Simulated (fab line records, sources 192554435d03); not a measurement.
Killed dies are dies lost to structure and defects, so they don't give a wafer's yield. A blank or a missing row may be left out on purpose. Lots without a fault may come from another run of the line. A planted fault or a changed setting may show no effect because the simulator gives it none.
Which tool did it? | flow n5_finfet | 24 lots, 72 wafers sampled, at 6 steps of a route of 1938

WHAT THE GAUGES READ, wafer by wafer
N5_SD_EPI_N_CD_MEAS_09: target cd 120 nm. Usual: cd_nm 120.2 nm, standard deviation 0.78.
lot  | measured    | on        | cd_nm (nm)        | flag
L074 | day 3 01:11 | cd_sem-03 | 121.1 120.4 121.0 |
L075 | day 3 06:31 | cd_sem-01 | 118.9 117.9 120.3 |
L076 | day 3 11:45 | cd_sem-01 | 121.2 119.1 119.8 |
L077 | day 3 18:37 | cd_sem-01 | 119.3 119.8 119.1 |
L078 | day 3 23:49 | cd_sem-01 | 119.8 120.6 120.9 |
L079 | day 4 07:29 | cd_sem-02 | 119.8 120.2 120.0 |
L080 | day 4 10:59 | cd_sem-01 | 120.1 119.3 118.6 |
L081 | day 4 18:29 | cd_sem-02 | 120.4 120.3 119.8 |
L082 | day 5 04:15 | cd_sem-03 | 119.7 118.8 119.8 |
L083 | day 5 07:46 | cd_sem-02 | 120.0 120.3 120.8 |
L084 | day 5 13:01 | cd_sem-03 | 120.4 119.7 121.4 |
L085 | day 5 20:08 | cd_sem-01 | 119.6 120.4 120.0 |
L086 | day 6 04:23 | cd_sem-02 | 120.6 120.9 120.3 |
L087 | day 6 09:13 | cd_sem-01 | 120.5 120.5 120.0 |
L088 | day 6 14:11 | cd_sem-03 | 119.8 120.2 119.5 |
L089 | day 6 19:22 | cd_sem-01 | 119.8 119.6 120.5 |
L090 | day 7 00:42 | cd_sem-01 | 120.5 120.4 121.3 |
L091 | day 7 06:46 | cd_sem-01 | 120.2 120.0 119.6 |
L092 | day 7 12:40 | cd_sem-01 | 119.7 120.0 119.9 |
L093 | day 7 21:26 | cd_sem-01 | 120.8 121.7 122.3 |
L094 | day 8 00:03 | cd_sem-02 | 121.1 121.6 119.7 |
L095 | day 8 07:40 | cd_sem-01 | 120.5 122.1 120.6 |
L096 | day 8 14:37 | cd_sem-01 | 120.1 119.3 119.3 |
L097 | day 8 18:17 | cd_sem-02 | 119.4 119.5 119.3 |

N5_SD_EPI_N_OVL_MEAS_10. Usual: SD_N_BLK_OVL -0.1 nm, standard deviation 0.86.
lot  | measured    | on         | SD_N_BLK_OVL (nm) | flag
L074 | day 3 01:13 | overlay-02 | 0.8 -0.7 0.1      |
L075 | day 3 06:33 | overlay-01 | -0.4 -0.6 -0.9    |
L076 | day 3 11:47 | overlay-02 | -0.5 1.2 1.3      |
L077 | day 3 18:38 | overlay-01 | -0.3 -0.9 -0.2    |
L078 | day 3 23:52 | overlay-02 | -0.7 0.6 -1.1     |
L079 | day 4 07:31 | overlay-02 | 0.2 0.5 -0.5      |
L080 | day 4 11:01 | overlay-02 | -0.2 -0.8 -1.5    |
L081 | day 4 18:31 | overlay-02 | -0.6 -1.5 -1.0    |
L082 | day 5 04:17 | overlay-01 | -0.1 -1.6 -1.6    |
L083 | day 5 07:47 | overlay-01 | 0.8 1.7 2.0       |
L084 | day 5 13:02 | overlay-02 | -1.4 -0.1 0.4     |
L085 | day 5 20:10 | overlay-02 | 1.4 -0.4 -0.1     |
L086 | day 6 04:25 | overlay-01 | 0.3 0.2 0.9       |
L087 | day 6 09:15 | overlay-01 | 0.5 0.6 0.2       |
L088 | day 6 14:13 | overlay-02 | 0.1 -1.1 0.6      |
L089 | day 6 19:23 | overlay-02 | 0.3 -0.7 0.4      |
L090 | day 7 00:44 | overlay-01 | 0.9 0.6 0.6       |
L091 | day 7 06:47 | overlay-02 | 1.0 1.7 0.8       |
L092 | day 7 12:42 | overlay-02 | 0.0 0.0 -0.1      |
L093 | day 7 21:28 | overlay-01 | 1.0 0.1 0.2       |
L094 | day 8 00:05 | overlay-01 | -0.5 0.4 -0.1     |
L095 | day 8 07:41 | overlay-01 | -2.8 -1.1 -1.0    |
L096 | day 8 14:39 | overlay-02 | 1.0 0.3 1.0       |
L097 | day 8 18:19 | overlay-02 | 0.0 -1.3 -1.0     |

N5_ILD0_THK_MEAS_04. Usual: thk_nm 197.4 nm, standard deviation 1.4.
lot  | measured    | on            | thk_nm (nm)       | flag
L074 | day 3 13:37 | film_metro-02 | 196.2 198.9 198.6 |
L075 | day 3 19:39 | film_metro-01 | 195.4 199.0 196.6 |
L076 | day 3 23:28 | film_metro-01 | 195.2 198.1 196.9 |
L077 | day 4 06:41 | film_metro-02 | 196.5 198.6 197.6 |
L078 | day 4 13:53 | film_metro-02 | 197.0 195.6 198.0 |
L079 | day 4 20:17 | film_metro-02 | 197.7 196.5 197.0 |
L080 | day 4 23:22 | film_metro-01 | 200.1 198.1 195.7 |
L081 | day 5 08:44 | film_metro-02 | 197.5 199.7 199.0 |
L082 | day 5 16:17 | film_metro-01 | 197.6 198.2 195.7 |
L083 | day 5 19:40 | film_metro-01 | 197.1 196.2 198.5 |
L084 | day 6 00:49 | film_metro-02 | 199.0 198.6 197.0 |
L085 | day 6 09:29 | film_metro-02 | 198.9 199.3 199.4 |
L086 | day 6 17:54 | film_metro-02 | 197.4 197.1 198.0 |
L087 | day 6 23:08 | film_metro-02 | 198.1 198.3 197.3 |
L088 | day 7 02:56 | film_metro-02 | 196.5 199.1 196.9 |
L089 | day 7 07:26 | film_metro-01 | 195.0 193.8 198.1 |
L090 | day 7 15:20 | film_metro-02 | 196.9 198.3 199.9 |
L091 | day 7 19:55 | film_metro-01 | 198.2 196.6 195.8 |
L092 | day 8 02:20 | film_metro-01 | 197.7 195.3 198.0 |
L093 | day 8 10:24 | film_metro-01 | 196.9 195.2 196.7 |
L094 | day 8 12:44 | film_metro-01 | 196.6 196.3 198.0 |
L095 | day 8 21:05 | film_metro-02 | 195.8 198.7 198.3 |
L096 | day 9 02:47 | film_metro-01 | 196.7 194.9 195.5 |
L097 | day 9 08:25 | film_metro-02 | 198.2 195.7 198.5 |

WHICH TOOL RAN EACH LOT (tool, then ch and the chambers of the sampled wafers, then the start)
lot  | N5_SD_EPI_N_SD_RECESS_17        | N5_SD_EPI_P_ETCH_36               | N5_SD_EPI_P_ETCH_16
L074 | rie_si-04 ch 0,2,3, day 3 01:58 | rie_diel-03 ch 0,1,2, day 3 05:37 | rie_diel-03 ch 0,1,2, day 3 06:12
L075 | rie_si-04 ch 0,2, day 3 07:20   | rie_diel-03 ch 1,3, day 3 11:24   | rie_diel-03 ch 1,3, day 3 11:59
L076 | rie_si-02 ch 0,1,2, day 3 12:32 | rie_diel-06 ch 0,1,3, day 3 16:19 | rie_diel-06 ch 0,1,3, day 3 16:53
L077 | rie_si-04 ch 0,3, day 3 19:24   | rie_diel-05 ch 1,3, day 3 23:19   | rie_diel-05 ch 1,3, day 3 23:53
L078 | rie_si-02 ch 1,2, day 4 01:07   | rie_diel-06 ch 0,1,3, day 4 05:32 | rie_diel-06 ch 0,1,3, day 4 06:07
L079 | rie_si-04 ch 0,2,3, day 4 08:15 | rie_diel-06 ch 0,1,2, day 4 11:55 | rie_diel-06 ch 0,1,2, day 4 12:29
L080 | rie_si-02 ch 1,2, day 4 11:47   | rie_diel-05 ch 0,2,3, day 4 15:34 | rie_diel-05 ch 0,2,3, day 4 16:09
L081 | rie_si-02 ch 0,1, day 4 19:16   | rie_diel-05 ch 1,2,3, day 5 00:14 | rie_diel-05 ch 1,2,3, day 5 00:49
L082 | rie_si-04 ch 0,1,3, day 5 05:02 | rie_diel-06 ch 0,1,2, day 5 08:49 | rie_diel-06 ch 0,1,2, day 5 09:23
L083 | rie_si-04 ch 0,3, day 5 08:32   | rie_diel-06 ch 0,3, day 5 12:32   | rie_diel-06 ch 0,3, day 5 13:07
L084 | rie_si-02 ch 0,1,2, day 5 13:49 | rie_diel-05 ch 0,1, day 5 17:41   | rie_diel-05 ch 0,1, day 5 18:16
L085 | rie_si-02 ch 1,2, day 5 20:55   | rie_diel-06 ch 1,2,3, day 6 01:27 | rie_diel-06 ch 1,2,3, day 6 02:02
L086 | rie_si-04 ch 0,2, day 6 05:10   | rie_diel-05 ch 2,3, day 6 09:53   | rie_diel-05 ch 2,3, day 6 10:28
L087 | rie_si-02 ch 1,2,3, day 6 09:59 | rie_diel-05 ch 1,2,3, day 6 14:02 | rie_diel-05 ch 1,2,3, day 6 14:37
L088 | rie_si-04 ch 0,2,3, day 6 14:57 | rie_diel-06 ch 0,2,3, day 6 18:44 | rie_diel-06 ch 0,2,3, day 6 19:19
L089 | rie_si-02 ch 0,2,3, day 6 20:08 | rie_diel-06 ch 0,2,3, day 6 23:59 | rie_diel-06 ch 0,2,3, day 7 00:34
L090 | rie_si-02 ch 0,1, day 7 01:28   | rie_diel-03 ch 0,2,3, day 7 07:17 | rie_diel-03 ch 0,2,3, day 7 07:52
L091 | rie_si-02 ch 0,2,3, day 7 07:50 | rie_diel-06 ch 0,1,3, day 7 11:39 | rie_diel-06 ch 0,1,3, day 7 12:14
L092 | rie_si-04 ch 0,3, day 7 13:26   | rie_diel-06 ch 0,2,3, day 7 18:22 | rie_diel-06 ch 0,2,3, day 7 18:57
L093 | rie_si-04 ch 0,3, day 7 22:13   | rie_diel-03 ch 0,2,3, day 8 03:15 | rie_diel-03 ch 0,2,3, day 8 03:50
L094 | rie_si-02 ch 0,1,2, day 8 00:50 | rie_diel-03 ch 0,2,3, day 8 04:30 | rie_diel-03 ch 0,2,3, day 8 05:05
L095 | rie_si-02 ch 0,1,2, day 8 08:49 | rie_diel-03 ch 1,2,3, day 8 12:56 | rie_diel-03 ch 1,2,3, day 8 13:31
L096 | rie_si-02 ch 0,1, day 8 15:24   | rie_diel-06 ch 1,2,3, day 8 19:38 | rie_diel-06 ch 1,2,3, day 8 20:13
L097 | rie_si-02 ch 0,1, day 8 19:03   | rie_diel-05 ch 0,3, day 8 22:45   | rie_diel-05 ch 0,3, day 8 23:20
- N5_SD_EPI_N_SD_RECESS_17: chemistry HBr/Cl2/O2, target depth 41 nm, time 23.7 s, bt time 3 s.
- N5_SD_EPI_P_ETCH_36: etches SiARC in CF4, target depth 45.5 nm, time 75.8 s.
- N5_SD_EPI_P_ETCH_16: etches SiO2 in CHF3/O2, target depth 5 nm.

WHAT THE TOOLS THEMSELVES READ (means of the sampled wafers that have a number; where no wafer has one, the mark that the record gives instead)
N5_SD_EPI_N_SD_RECESS_17. Usual: drypump_motor_current_A 5.3 A, standard deviation 0.33; mfc_cl2_sccm 80.04 sccm, standard deviation 0.23; oes_product_au 1.001 a.u., standard deviation 0.019; throttle_valve_pct 37.03 %, standard deviation 0.26.
lot  | tool      | drypump_motor_current_A (A) | mfc_cl2_sccm (sccm) | oes_product_au (a.u.) | throttle_valve_pct (%) | flag
L074 | rie_si-04 | 5.1                         | 79.91               | 1.011                 | 36.80                  |
L075 | rie_si-04 | 4.9                         | 80.03               | 1.015                 | 36.81                  |
L076 | rie_si-02 | 5.3                         | 79.90               | 0.993                 | 37.12                  |
L077 | rie_si-04 | 5.2                         | 79.95               | 1.000                 | 36.76                  |
L078 | rie_si-02 | 5.3                         | 80.05               | 0.992                 | 36.91                  |
L079 | rie_si-04 | 5.1                         | 80.09               | 1.009                 | 36.80                  |
L080 | rie_si-02 | 5.3                         | 79.92               | 0.993                 | 36.90                  |
L081 | rie_si-02 | 5.5                         | 80.14               | 1.006                 | 36.99                  |
L082 | rie_si-04 | 5.5                         | 80.05               | 1.006                 | 36.91                  |
L083 | rie_si-04 | 5.2                         | 79.69               | 1.009                 | 36.75                  |
L084 | rie_si-02 | 5.3                         | 80.11               | 0.993                 | 37.12                  |
L085 | rie_si-02 | 5.1                         | 80.12               | 0.982                 | 37.07                  |
L086 | rie_si-04 | 5.1                         | 80.13               | 0.999                 | 36.88                  |
L087 | rie_si-02 | 5.3                         | 80.21               | 0.993                 | 37.09                  |
L088 | rie_si-04 | 5.1                         | 80.30               | 1.012                 | 36.79                  |
L089 | rie_si-02 | 5.3                         | 79.97               | 0.993                 | 37.31                  |
L090 | rie_si-02 | 5.6                         | 79.98               | 1.007                 | 36.98                  |
L091 | rie_si-02 | 5.3                         | 80.01               | 0.994                 | 37.30                  |
L092 | rie_si-04 | 5.2                         | 80.00               | 1.008                 | 36.76                  |
L093 | rie_si-04 | 5.2                         | 79.86               | 1.013                 | 36.75                  |
L094 | rie_si-02 | 5.3                         | 79.90               | 0.996                 | 37.13                  |
L095 | rie_si-02 | 5.3                         | 80.14               | 0.988                 | 37.12                  |
L096 | rie_si-02 | 5.4                         | 80.42               | 1.002                 | 37.19                  |
L097 | rie_si-02 | 5.5                         | 80.03               | 1.000                 | 36.97                  |

N5_SD_EPI_P_ETCH_36. Usual: drypump_motor_current_A 5.8 A, standard deviation 0.49; etch_rf_on_time_s 76.0 s, standard deviation 1.8; oes_product_au 0.63 a.u., standard deviation 0.032; rf_vpp_V 184.3 V, standard deviation 1.2; showerhead_plenum_p_Torr 2.17 Torr, standard deviation 0.062; throttle_valve_pct 15.65 %, standard deviation 0.19.
lot  | tool        | drypump_motor_current_A (A) | etch_rf_on_time_s (s) | oes_product_au (a.u.) | rf_vpp_V (V) | showerhead_plenum_p_Torr (Torr) | throttle_valve_pct (%) | flag
L074 | rie_diel-03 | 6.0                         | 76.7                  | 0.64                  | 184.5        | 2.21                            | 15.69                  |
L075 | rie_diel-03 | 6.0                         | 75.3                  | 0.60                  | 184.6        | 2.22                            | 15.92                  |
L076 | rie_diel-06 | 5.5                         | 75.8                  | 0.63                  | 183.8        | 2.17                            | 15.52                  |
L077 | rie_diel-05 | 5.8                         | 74.9                  | 0.61                  | 183.9        | 2.17                            | 15.75                  |
L078 | rie_diel-06 | 5.5                         | 75.7                  | 0.63                  | 184.3        | 2.17                            | 15.53                  |
L079 | rie_diel-06 | 6.0                         | 77.0                  | 0.64                  | 184.8        | 2.17                            | 15.49                  |
L080 | rie_diel-05 | 5.9                         | 74.2                  | 0.65                  | 184.7        | 2.20                            | 15.52                  |
L081 | rie_diel-05 | 5.8                         | 75.9                  | 0.62                  | 185.2        | 2.20                            | 15.66                  |
L082 | rie_diel-06 | 6.0                         | 75.9                  | 0.63                  | 184.8        | 2.17                            | 15.50                  |
L083 | rie_diel-06 | 5.4                         | 76.9                  | 0.63                  | 184.2        | 2.11                            | 15.64                  |
L084 | rie_diel-05 | 5.2                         | 73.3                  | 0.65                  | 185.2        | 2.24                            | 15.56                  |
L085 | rie_diel-06 | 5.9                         | 74.6                  | 0.65                  | 183.1        | 2.12                            | 15.63                  |
L086 | rie_diel-05 | 6.2                         | 75.5                  | 0.62                  | 185.2        | 2.18                            | 15.55                  |
L087 | rie_diel-05 | 5.9                         | 76.3                  | 0.62                  | 184.7        | 2.19                            | 15.67                  |
L088 | rie_diel-06 | 5.9                         | 75.7                  | 0.64                  | 183.6        | 2.11                            | 15.61                  |
L089 | rie_diel-06 | 5.8                         | 77.0                  | 0.63                  | 183.3        | 2.11                            | 15.61                  |
L090 | rie_diel-03 | 5.8                         | 77.5                  | 0.62                  | 185.1        | 2.21                            | 15.84                  |
L091 | rie_diel-06 | 5.5                         | 76.1                  | 0.61                  | 184.3        | 2.16                            | 15.58                  |
L092 | rie_diel-06 | 5.9                         | 77.5                  | 0.63                  | 183.4        | 2.11                            | 15.62                  |
L093 | rie_diel-03 | 5.8                         | 76.2                  | 0.62                  | 185.0        | 2.20                            | 15.86                  |
L094 | rie_diel-03 | 5.8                         | 77.1                  | 0.61                  | 185.3        | 2.20                            | 15.86                  |
L095 | rie_diel-03 | 6.0                         | 76.3                  | 0.61                  | 183.9        | 2.19                            | 15.89                  |
L096 | rie_diel-06 | 5.9                         | 75.6                  | 0.63                  | 183.0        | 2.12                            | 15.67                  |
L097 | rie_diel-05 | 5.5                         | 72.4                  | 0.64                  | 184.6        | 2.20                            | 15.60                  |

N5_SD_EPI_P_ETCH_16. Usual: drypump_motor_current_A 5.8 A, standard deviation 0.5; oes_product_au 0.73 a.u., standard deviation 0.039; rf_vpp_V 528 V, standard deviation 14; showerhead_plenum_p_Torr 2.45 Torr, standard deviation 0.076; throttle_valve_pct 18.94 %, standard deviation 0.19.
lot  | tool        | drypump_motor_current_A (A) | oes_product_au (a.u.) | rf_vpp_V (V) | showerhead_plenum_p_Torr (Torr) | throttle_valve_pct (%) | flag
L074 | rie_diel-03 | 6.0                         | 0.76                  | 527          | 2.49                            | 19.03                  |
L075 | rie_diel-03 | 6.1                         | 0.70                  | 511          | 2.50                            | 19.20                  |
L076 | rie_diel-06 | 5.6                         | 0.74                  | 525          | 2.43                            | 18.76                  |
L077 | rie_diel-05 | 5.7                         | 0.71                  | 538          | 2.45                            | 19.10                  |
L078 | rie_diel-06 | 5.5                         | 0.73                  | 526          | 2.43                            | 18.76                  |
L079 | rie_diel-06 | 6.0                         | 0.75                  | 534          | 2.45                            | 18.79                  |
L080 | rie_diel-05 | 5.9                         | 0.74                  | 529          | 2.48                            | 18.85                  |
L081 | rie_diel-05 | 5.8                         | 0.72                  | 532          | 2.48                            | 18.99                  |
L082 | rie_diel-06 | 6.0                         | 0.74                  | 534          | 2.45                            | 18.79                  |
L083 | rie_diel-06 | 5.4                         | 0.74                  | 526          | 2.35                            | 18.80                  |
L084 | rie_diel-05 | 5.2                         | 0.76                  | 527          | 2.51                            | 18.79                  |
L085 | rie_diel-06 | 5.8                         | 0.75                  | 526          | 2.39                            | 18.92                  |
L086 | rie_diel-05 | 6.3                         | 0.72                  | 530          | 2.47                            | 18.91                  |
L087 | rie_diel-05 | 5.8                         | 0.71                  | 532          | 2.47                            | 19.02                  |
L088 | rie_diel-06 | 5.9                         | 0.74                  | 534          | 2.37                            | 18.84                  |
L089 | rie_diel-06 | 5.9                         | 0.74                  | 533          | 2.36                            | 18.83                  |
L090 | rie_diel-03 | 5.8                         | 0.73                  | 524          | 2.48                            | 19.14                  |
L091 | rie_diel-06 | 5.5                         | 0.71                  | 525          | 2.42                            | 18.80                  |
L092 | rie_diel-06 | 5.9                         | 0.73                  | 534          | 2.36                            | 18.84                  |
L093 | rie_diel-03 | 5.8                         | 0.72                  | 524          | 2.48                            | 19.15                  |
L094 | rie_diel-03 | 5.8                         | 0.72                  | 524          | 2.48                            | 19.14                  |
L095 | rie_diel-03 | 6.0                         | 0.71                  | 509          | 2.47                            | 19.20                  |
L096 | rie_diel-06 | 5.9                         | 0.73                  | 526          | 2.38                            | 18.93                  |
L097 | rie_diel-05 | 5.5                         | 0.74                  | 530          | 2.48                            | 18.86                  |

THE ANSWER, worked out from the rows above alone
Rule: a lot is off if the mean of its wafers that have a number lies more than 3 standard deviations from the usual mean. A lot without any number at a reading at which 4 lots or more have one is off too. The other lots that the step has rows for count as sound. The gauges are gone through in route order, then the tools' own readings, and for those a lot's mean is taken as printed above. The first step at which some lot is off is used, and at that step the reading that is off furthest; a lot without a number counts as furthest.
No lot is off at any reading shown: from this, nothing can be told.

WHAT THE SIMULATOR HAD PUT IN
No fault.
